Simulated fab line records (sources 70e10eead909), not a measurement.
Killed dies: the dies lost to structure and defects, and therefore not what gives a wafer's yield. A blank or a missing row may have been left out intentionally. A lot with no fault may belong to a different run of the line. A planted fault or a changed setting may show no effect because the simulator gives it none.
Which tool was responsible? + flow nand-harc + Sampling: 13 lots, 38 wafers, 5 of 1302 route steps

## WHAT THE GAUGES SHOWED, per wafer
NHARC_A_SGD_CUT_CD_MEAS_09: the cd target is 100 nm.
| lot  | measured     | on        | cd-nm (nm)        |
|------|--------------|-----------|-------------------|
| L380 | day 18 08:32 | cd-sem-01 | 99.4 99.1 99.6    |
| L381 | day 19 14:23 | cd-sem-02 | 100.0 101.2 99.8  |
| L383 | day 19 20:40 | cd-sem-01 | 99.8 98.9 99.2    |
| L384 | day 20 18:21 | cd-sem-02 | 99.4 100.2 100.7  |
| L386 | day 21 13:26 | cd-sem-02 | 99.8 100.6 100.9  |
| L387 | day 22 01:22 | cd-sem-03 | 101.4 100.0 101.8 |
| L388 | day 22 01:40 | cd-sem-01 | 101.6 101.0 101.4 |
| L389 | day 22 16:12 | cd-sem-01 | 99.3 98.6 100.2   |
| L391 | day 23 10:35 | cd-sem-02 | 100.7 99.7 99.5   |
| L390 | day 23 13:09 | cd-sem-02 | 98.8 100.0 99.1   |
| L399 | day 26 23:00 | cd-sem-01 | 100.4 101.1       |
| L400 | day 27 11:07 | cd-sem-03 | 98.8 98.9 100.2   |
| L402 | day 28 06:14 | cd-sem-03 | 101.4 100.6 101.1 |

NHARC_A_SGD_CUT_OVL_MEAS_10.
| lot  | measured     | on         | overlay-x-nm (nm) | overlay-y-nm (nm) |
|------|--------------|------------|-------------------|-------------------|
| L380 | day 18 08:37 | overlay-02 | 1.4 1.9 1.5       | -0.5 -0.5 -0.6    |
| L381 | day 19 14:29 | overlay-01 | -0.3 -0.1 -0.2    | 0.3 0.6 0.7       |
| L383 | day 19 20:45 | overlay-01 | -0.4 -1.0 -1.2    | 1.7 2.0 1.7       |
| L384 | day 20 18:26 | overlay-01 | -0.4 -1.2 -0.3    | 1.6 2.0 1.9       |
| L386 | day 21 13:32 | overlay-01 | -0.3 -0.1 -0.4    | -0.5 -0.3 -0.4    |
| L387 | day 22 01:27 | overlay-01 | -0.1 -0.5 -0.4    | -1.0 -0.8 -0.8    |
| L388 | day 22 01:46 | overlay-02 | 0.3 1.0 0.6       | 0.2 0.2 -0.1      |
| L389 | day 22 16:17 | overlay-01 | 0.6 0.1 0.2       | 0.9 0.7 0.6       |
| L391 | day 23 10:40 | overlay-01 | -1.3 -0.5 -1.0    | 0.7 0.3 0.8       |
| L390 | day 23 13:14 | overlay-01 | -0.5 -0.5 0.3     | 0.5 0.3 0.5       |
| L399 | day 26 23:05 | overlay-01 | 0.6 0.8           | 0.2 0.7           |
| L400 | day 27 11:13 | overlay-02 | -0.2 0.4 -0.6     | 0.6 0.1 0.9       |
| L402 | day 28 06:19 | overlay-01 | 0.0 -0.6 -0.2     | 0.3 0.8 0.5       |

NHARC_END_SORT_01.
| lot  | measured     | on        | killed-at-array | killed-at-other | killed-at-periphery | killed-dies | killed-open | killed-short |
|------|--------------|-----------|-----------------|-----------------|---------------------|-------------|-------------|--------------|
| L388 | day 27 13:10 | prober-02 | 60 31           | 1 5             | 8 7                 | 69 43       | 3 3         | 2 2          |
| L391 | day 28 22:13 | prober-02 | 62 62 43        | 0 0 2           | 2 1 2               | 64 63 47    | 4 3 7       | 1 2 3        |
| L390 | day 28 16:51 | prober-02 | 51 38           | 1 3             | 1 8                 | 53 49       | 1 3         | 1 1          |
| L399 | day 31 22:53 | prober-01 | 673 676         | 0 0             | 4 1                 | 677 677     | 4 1         | 3 2          |

## WHAT TOOL EACH LOT RAN ON (gives the tool, then ch and the chambers of the sampled wafers, and finally the start)
| lot  | NHARC_A_STAIRCASE_CMP_472     | NHARC_A_SGD_CUT_ETCH_16            |
|------|-------------------------------|------------------------------------|
| L380 | cmp-02 ch 0,1,2, day 18 07:36 | rie-diel-11 ch 2,3, day 18 09:17   |
| L381 | cmp-02 ch 0,2,3, day 19 13:23 | rie-diel-11 ch 0,3, day 19 15:09   |
| L383 | cmp-04 ch 0,2,3, day 19 19:33 | rie-diel-02 ch 1,2,3, day 19 21:27 |
| L384 | cmp-03 ch 0,1,2, day 20 17:13 | rie-diel-11 ch 0,1,3, day 20 19:13 |
| L386 | cmp-03 ch 0,2,3, day 21 12:17 | rie-diel-03 ch 0,3, day 21 14:11   |
| L387 | cmp-03 ch 0,2,3, day 22 00:23 | rie-diel-02 ch 0,2, day 22 02:07   |
| L388 | cmp-03 ch 0,3, day 22 00:34   | rie-diel-11 ch 0,1, day 22 02:25   |
| L389 | cmp-02 ch 1,2,3, day 22 15:06 | rie-diel-02 ch 0,1,2, day 22 16:58 |
| L391 | cmp-04 ch 0,1, day 23 09:35   | rie-diel-02 ch 0,1,3, day 23 11:20 |
| L390 | cmp-03 ch 0,2,3, day 23 12:02 | rie-diel-02 ch 0,1,2, day 23 13:54 |
| L399 | cmp-03 ch 0,1, day 26 21:53   | rie-diel-11 ch 2,3, day 26 23:47   |
| L400 | cmp-04 ch 2,3, day 27 09:59   | rie-diel-02 ch 0,2, day 27 11:53   |
| L402 | cmp-02 ch 0,1,3, day 28 05:09 | rie-diel-02 ch 1,3, day 28 06:59   |
- NHARC_A_STAIRCASE_CMP_472: polishes SiO2.
- NHARC_A_SGD_CUT_ETCH_16: etches the open film in C4F8/O2/Ar, target depth 310.5 nm, time 155.2 s.

## AS READ BY THE TOOLS THEMSELVES (means over the sampled wafers that have a number; for cases with no such wafer, the mark the record gives instead)
NHARC_A_STAIRCASE_CMP_472.
| lot  | tool   | motor-current-A (A) | slurry-flow-ml-min |
|------|--------|---------------------|--------------------|
| L380 | cmp-02 | 12.1                | 149.7              |
| L381 | cmp-02 | 12.2                | 149.9              |
| L383 | cmp-04 | 11.5                | 149.6              |
| L384 | cmp-03 | 13.0                | 150.4              |
| L386 | cmp-03 | 13.7                | 149.9              |
| L387 | cmp-03 | 13.0                | 149.9              |
| L388 | cmp-03 | 13.0                | 149.3              |
| L389 | cmp-02 | 12.2                | 150.0              |
| L391 | cmp-04 | 11.7                | 150.0              |
| L390 | cmp-03 | 13.3                | 150.3              |
| L399 | cmp-03 | 12.1                | 150.1              |
| L400 | cmp-04 | 12.1                | 149.7              |
| L402 | cmp-02 | 11.8                | 150.2              |

NHARC_A_SGD_CUT_ETCH_16.
| lot  | tool        | oes-product-au (a.u.) | rf-vpp-V (V) |
|------|-------------|-----------------------|--------------|
| L380 | rie-diel-11 | 0.956                 | 725.2        |
| L381 | rie-diel-11 | 0.981                 | 723.0        |
| L383 | rie-diel-02 | 0.966                 | 724.8        |
| L384 | rie-diel-11 | 0.979                 | 723.3        |
| L386 | rie-diel-03 | 0.959                 | 722.8        |
| L387 | rie-diel-02 | 0.968                 | 723.5        |
| L388 | rie-diel-11 | 0.980                 | 721.4        |
| L389 | rie-diel-02 | 0.981                 | 723.7        |
| L391 | rie-diel-02 | 0.989                 | 723.1        |
| L390 | rie-diel-02 | 0.977                 | 723.6        |
| L399 | rie-diel-11 | 1.050                 | 724.8        |
| L400 | rie-diel-02 | 0.970                 | 724.8        |
| L402 | rie-diel-02 | 0.954                 | 725.3        |

## THE ANSWER, worked out from the rows above alone
Rule: usual is defined by the lots themselves. Put in order of their means at a reading, lots are off if they are a third of the lots or fewer, leave a main group of 4 or more, and stand apart from it by a gap of 3 or more times the standard deviation of the main group's means; of several such gaps the widest counts. If all means in a main group match to the digits the tables above print for the reading, that group is not used. A lot without any number at a reading at which 4 lots or more have one is off too. Where the step has rows for the other lots, those lots are counted as sound. First the gauges in route order, then the tools' own readings, where a lot's mean is used as printed above. The first step at which some lot is off is used, and at that step the reading that is off furthest; a lot without a number counts as furthest.
Off at NHARC_A_SGD_CUT_ETCH_16 (oes-product-au): L399. Mean 0.972 a.u. and standard deviation 0.011 in the main group.
A tool fits if, at that step or a process step before it, it ran every lot that is off, and no sound lot after the first of them. Can't be told from this: 2 tools fit, cmp-03 at NHARC_A_STAIRCASE_CMP_472, rie-diel-11 at NHARC_A_SGD_CUT_ETCH_16.

## WHAT WAS PUT IN BY THE SIMULATOR
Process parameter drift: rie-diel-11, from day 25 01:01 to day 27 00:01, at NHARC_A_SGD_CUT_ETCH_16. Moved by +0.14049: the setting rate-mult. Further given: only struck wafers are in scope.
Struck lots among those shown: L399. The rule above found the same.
